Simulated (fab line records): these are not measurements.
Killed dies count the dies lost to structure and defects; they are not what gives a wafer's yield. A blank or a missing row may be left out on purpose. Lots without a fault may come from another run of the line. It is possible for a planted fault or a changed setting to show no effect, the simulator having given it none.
A lot that was struck, set against a sound lot ; flow n5 finfet ; 38 out of 1938 route steps
Sound: the wafers L618.2, L618.3, L618.5. Wafers struck: L629.2, L629.3, L629.5. The cause is given at the end.
For every step that has rows: the tool of each side, followed by ch and its chambers, followed by its first start. Under that, the readings that differ: sound wafers ; struck wafers ; difference of the means ; sigmas: that difference in standard deviations of wafers without a fault.
alike: same words and numbers on both sides, and readings whose means sit less than 2 such deviations apart. not compared: any withheld reading, any reading some wafer has no value for, any bound like >300 that may hide the same value, and any number with overlapping values for which the record gives no deviation.
A row with sigmas, a row that says differs or no value, or rows on one side alone: a step with any of these is where the two part. When numbers do not overlap yet have no deviation, they are printed without sigmas and do not part them. A reading that every wafer of one side lacks parts them only if that side has two wafers or more.

first, 9 steps without rows for these wafers: N5_BEOL_M4_ANNEAL_95 (time 240 s); N5_BEOL_M4_SPUTTER_96 (material Cu, target thk 4.5 nm, time 8.29 s); N5_BEOL_M4_ECD_50 (material Cu, target thk 300 nm); N5_BEOL_M4_ANNEAL_51 (time 90 s); N5_BEOL_M4_CMP_52 (polishes, stops on SiOC, t overpolish 6.8 s, target thk 40 nm); N5_BEOL_M4_PRE_CLEAN_60 (time 15 s); N5_BEOL_M4_CO_CAP_55 (material Co, precursor CCTBA/H2, target thk 2 nm, time 102.1 s); N5_BEOL_M4_PRE_CLEAN_56 (time 15 s); N5_BEOL_M4_DEP_57 (deposits SiCN from 3MS/NH3, target thk 8 nm, time 14 s).
N5_BEOL_M4_RC_MEAS_101:
  sound on prober-01 ch 0, day 8 09:34; struck on prober-01 ch 0, day 12 19:18
  alike: DIBL_N, DIBL_P, IOFF_N, IOFF_P, ION_N, ION_P, SS_N, SS_P, VT_N, VT_P
then, 24 steps without rows for these wafers: N5_BEOL_M5_ILD_DEP_00 (deposits SiCOH lowk from DEMS/porogen, target thk 140.64 nm, time 25.9 s); N5_BEOL_M5_CURE_79 (cures SiCOH lowk, time 240 s); N5_BEOL_M5_PECVD_70 (deposits SiO2 from TEOS/O2, target thk 16 nm, time 18 s); N5_BEOL_M5_HM_DEP_02 (deposits TiN, target thk 20 nm); N5_BEOL_M5_COAT_59 (time 60 s, resist thk 60 nm); N5_BEOL_M5_COAT_60 (time 60 s, resist thk 12 nm); N5_BEOL_M5_COAT_71 (time 60 s, resist thk 5 nm); N5_BEOL_M5_COAT_05 (resist thk 30 nm); N5_BEOL_M5_EBR_07; N5_BEOL_M5_SOFTBAKE_06 (time 60 s); N5_BEOL_M5_EXPOSE_08 (exposes mask M5, target cd 28 nm); N5_BEOL_M5_PEB_09 (peb time 60 s); N5_BEOL_M5_DEVELOP_10 (develop time 30 s); N5_BEOL_M5_DESCUM_16 (chemistry O2, time 7 s); N5_BEOL_M5_ETCH_72 (etches underlayer in N2/H2, target depth 6.5 nm, time 5.2 s); N5_BEOL_M5_ETCH_61 (etches SiARC in CF4, target depth 15.6 nm, time 26 s); N5_BEOL_M5_ETCH_62 (etches SOC in N2/H2, target depth 75 nm, overetch 15 nm, time 112.5 s); N5_BEOL_M5_STRIP_63 (strips in N2/H2); N5_BEOL_M5_STRIP_73 (strips in N2/H2); N5_BEOL_M5_STRIP_64 (strips in CF4); N5_BEOL_M5_HM_OPEN_17 (chemistry Cl2/BCl3, target TiN, target depth 20 nm, overetch 6 nm); N5_BEOL_M5_STRIP_19 (strips in O2); N5_BEOL_M5_COAT_65 (time 60 s, resist thk 60 nm); N5_BEOL_M5_COAT_66 (time 60 s, resist thk 12 nm).
-- the record jumps here: 3 days lie between the struck wafers' starts before and after (it left off in module BEOL_M5 and takes up again in module BEOL_M12, whose first step shown is number 1639 of the route) --
N5_BEOL_M12_TRENCH_ETCH_34: etches SiOC in C4F8/O2/Ar, target depth 318.95 nm, time 125.5 s.
  sound on rie diel-06 ch 0,1,2, day 11 09:13; struck on rie diel-06 ch 0,1,3, day 15 12:40
  no value came back on the struck wafers for any of 7 readings (C4F8_flow_sccm (sccm), O2_flow_sccm (sccm) and others); on the sound wafers C4F8_flow_sccm (sccm) reads 15.03 15.02 14.97
reading;sound;struck;difference;sigmas
model.SiARC_of_BEOL_M12_COAT_66.thk nm (nm);0 0 0;85.8 85.8 86;+85.9;
  not compared: rf hours counter h
N5_BEOL_M12_OCD_MEAS_35:
  sound: ocd-02 at day 11 09:22; struck: ocd-01 at day 15 12:50
reading;sound;struck;difference;sigmas
trench depth nm (nm);319 321 315;0 0 0;-318;-80
N5_BEOL_M12_CMP_49: polishes, stops on SiOC, t overpolish 20.6 s, target thk 320 nm.
  sound on cmp-03 ch 2,3, day 11 10:34; struck on cmp-03 ch 0,1,3, day 15 15:01
reading;sound;struck;difference;sigmas
model.Cu_of_BEOL_M12_ECD_47.thk nm (nm);320.8 322.4 315;0.4 0.6 1;-318.7;
  alike: barrier field endpoint s, motor current A, overpolish run s
  not compared: pad life wafers
N5_PASSIVATION_PROBE_49:
  sound: prober-02 at day 13 01:45; struck: prober-02 at day 16 21:35
reading;sound;struck;difference;sigmas
defect limited yield (%);93.6 93.7 93.0;0 0 0;-93;-67
killed_at_M4_up;10 12 8;1067 1076 1090;+1068;+99 or more
killed at front end;27 35 32;78 56 60;+33;+3
killed dies;75 74 83;1180 1180 1180;+1103;+65
killed on rim;5 6 9;152 152 152;+145;+37
sort_bin_5_function (%);4.0 4.0 4.7;95.0 97.0 96.9;+92.1;+99
sort n pass;1105 1106 1097;0 0 0;-1103;-65
sort yield pct (%);93.6 93.7 93.0;0 0 0;-93;-67
  alike: killed_at_M0_to_M3, killed at contacts, killed at other, killed open, killed short, sort_bin_6_memory

== WHERE THEY PART ==
At N5_BEOL_M12_TRENCH_ETCH_34 first; at N5_PASSIVATION_PROBE_49 last (within this record only).

WHY: the cause the simulator had injected
Skipped step whole: rie diel-06, from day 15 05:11 on, at N5_BEOL_M12_TRENCH_ETCH_34. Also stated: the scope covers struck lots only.
